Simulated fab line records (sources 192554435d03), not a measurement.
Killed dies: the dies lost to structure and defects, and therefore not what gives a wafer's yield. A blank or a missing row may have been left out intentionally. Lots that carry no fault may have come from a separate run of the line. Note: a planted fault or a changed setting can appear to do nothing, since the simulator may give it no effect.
3 desks, one fault :: flow n5_finfet :: each desk holds nothing but its own numbers, with what lay behind them at the end

== METROLOGY DESK ==
What the gauges read, lot by lot, whatever tool the lot ran on: means of the sampled wafers that have a number. A lot is out of limits, marked OUT, if its mean lies more than 4 standard deviations from the usual mean; the brackets give that distance. 7 of its 10 readings are shown, namely those furthest out on some lot.
Columns: A = DIBL_N at N5_BEOL_M4_RC_MEAS_101, usual 36.3 mV/V; B = DIBL_P at N5_BEOL_M4_RC_MEAS_101, usual 36.2 mV/V; C = IOFF_N at N5_BEOL_M4_RC_MEAS_101, usual 0.157 nA/um; D = IOFF_P at N5_BEOL_M4_RC_MEAS_101, usual 0.206 nA/um; E = ION_N at N5_BEOL_M4_RC_MEAS_101, usual 673 uA/um; F = SS_P at N5_BEOL_M4_RC_MEAS_101, usual 73.2 mV/dec; G = VT_P at N5_BEOL_M4_RC_MEAS_101, usual -250.6 mV
lot: L762
first seen here: day 8 00:16
A: 35.3
B: 35.3
C: 0.130
D: 0.174
E: 668
F: 72.7
G: -254.5

lot: L768
first seen here: day 9 09:32
A: 38.4
B: 37.4
C: 0.178
D: 0.222
E: 680
F: 73.6
G: -249.2

lot: L766
first seen here: day 9 11:14
A: 36.2
B: 36.7
C: 0.150
D: 0.209
E: 678
F: 73.0
G: -250.9

lot: L769
first seen here: day 9 13:46
A: 36.5
B: 37.5
C: 0.191
D: 0.251
E: 675
F: 73.9
G: -247.4

lot: L770
first seen here: day 9 14:26
A: 36.3
B: 35.7
C: 0.151
D: 0.182
E: 675
F: 73.2
G: -252.2

lot: L774
first seen here: day 10 21:08
A: 37.2
B: 37.8
C: 0.165
D: 0.212
E: 675
F: 73.0
G: -252.1

lot: L783
first seen here: day 13 01:10
A: 36.0
B: 34.6
C: 0.143
D: 0.208
E: 675
F: 72.8
G: -247.3

lot: L784
first seen here: day 13 13:49
A: 35.6
B: 35.4
C: 0.144
D: 0.188
E: 667
F: 73.1
G: -252.5

lot: L785
first seen here: day 13 18:34
A: 37.0
B: 39.3
C: 0.193
D: 0.216
E: 690
F: 73.5
G: -248.7
This desk's verdict: no lot among the 9 shows anything out of limits.

== THE DEFECT DESK ==
What the inspections along the route counted, lot by lot: means of the sampled wafers that have a number. A lot is out of limits, marked OUT, if its mean lies more than 4 standard deviations from the usual mean; the brackets give that distance.
Columns: A = raw_defect_count at N5_HKMG_FIN_INSPECT_14, usual 2.1
lot: L762
first seen here: day 4 03:19
A: 3.7

lot: L766
first seen here: day 5 08:14
A: 1.7

lot: L768
first seen here: day 5 13:49
A: 1.7

lot: L769
first seen here: day 5 20:11
A: 1.0

lot: L770
first seen here: day 6 02:59
A: 2.3

lot: L774
first seen here: day 7 03:20
A: 2.7

lot: L783
first seen here: day 9 13:56
A: 1.7

lot: L784
first seen here: day 9 20:01
A: 3.3

lot: L785
first seen here: day 9 20:28
A: 1.0
This desk's verdict: no lot among the 9 shows anything out of limits.

== TOOL OWNER'S DESK, rie_diel-06 ==
The tool's own readings at N5_HKMG_FIN_ETCH_35 (etches SOC in N2/H2, target depth 215.8 nm, time 243.4 s): means of the sampled wafers that have a number, for each lot that ran on this tool. A lot is out of limits, marked OUT, if its mean lies more than 4 standard deviations from the usual mean; the brackets give that distance.
Columns: A = bias_w at N5_HKMG_FIN_ETCH_35, usual 5.001 W; B = drypump_motor_current_A at N5_HKMG_FIN_ETCH_35, usual 5.8 A; C = oes_product_au at N5_HKMG_FIN_ETCH_35, usual 0.78 a.u.; D = rf_vpp_V at N5_HKMG_FIN_ETCH_35, usual 141.7 V; E = showerhead_plenum_p_Torr at N5_HKMG_FIN_ETCH_35, usual 2.55 Torr; F = throttle_valve_pct at N5_HKMG_FIN_ETCH_35, usual 17.89 %
lot: L762
first seen here: day 4 03:38
A: 4.979
B: 5.3
C: 0.82
D: 141.8
E: 2.54
F: 17.85

lot: L766
first seen here: day 5 08:36
A: 4.988
B: 6.2
C: 0.81
D: 140.9
E: 2.51
F: 17.66

lot: L768
first seen here: day 5 14:49
A: 4.807 (-12) OUT
B: 6.1
C: 0.76
D: 137.9
E: 2.52
F: 17.78

lot: L770
first seen here: day 6 04:04
A: 4.796 (-13) OUT
B: 5.4
C: 0.78
D: 138.7
E: 2.63
F: 18.13

lot: L774
first seen here: day 7 04:13
A: 4.799 (-13) OUT
B: 6.1
C: 0.75
D: 137.7
E: 2.52
F: 17.79

lot: L784
first seen here: day 9 20:20
A: 4.998
B: 5.8
C: 0.77
D: 142.1
E: 2.56
F: 17.97
This desk's verdict: out of limits on L768, L770, L774, starting with L768 at day 5 14:49 (bias_w at N5_HKMG_FIN_ETCH_35). Within limits: L762, L766, L784.

== TAKEN TOGETHER ==
At day 5 14:49, on L768, L770, L774, the tool owner's desk was in a position to raise an alarm.
From the metrology desk's view, nothing was out of limits.
Nothing out of limits was seen by the defect desk.
The metrology desk holds a record of L768, L770, L774, inside its limits.
The defect desk has L768, L770, L774 on record, within its limits.
The lots listed all ran N5_HKMG_FIN_ETCH_35 on rie_diel-06.

== WHAT WAS PUT IN BY THE SIMULATOR ==
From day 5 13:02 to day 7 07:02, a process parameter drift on rie_diel-06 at N5_HKMG_FIN_ETCH_35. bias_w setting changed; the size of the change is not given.
Shown lots that were struck: L768, L770, L774.
Hours from the fault's start to each desk's first reading out of limits: the tool owner's desk, 2.
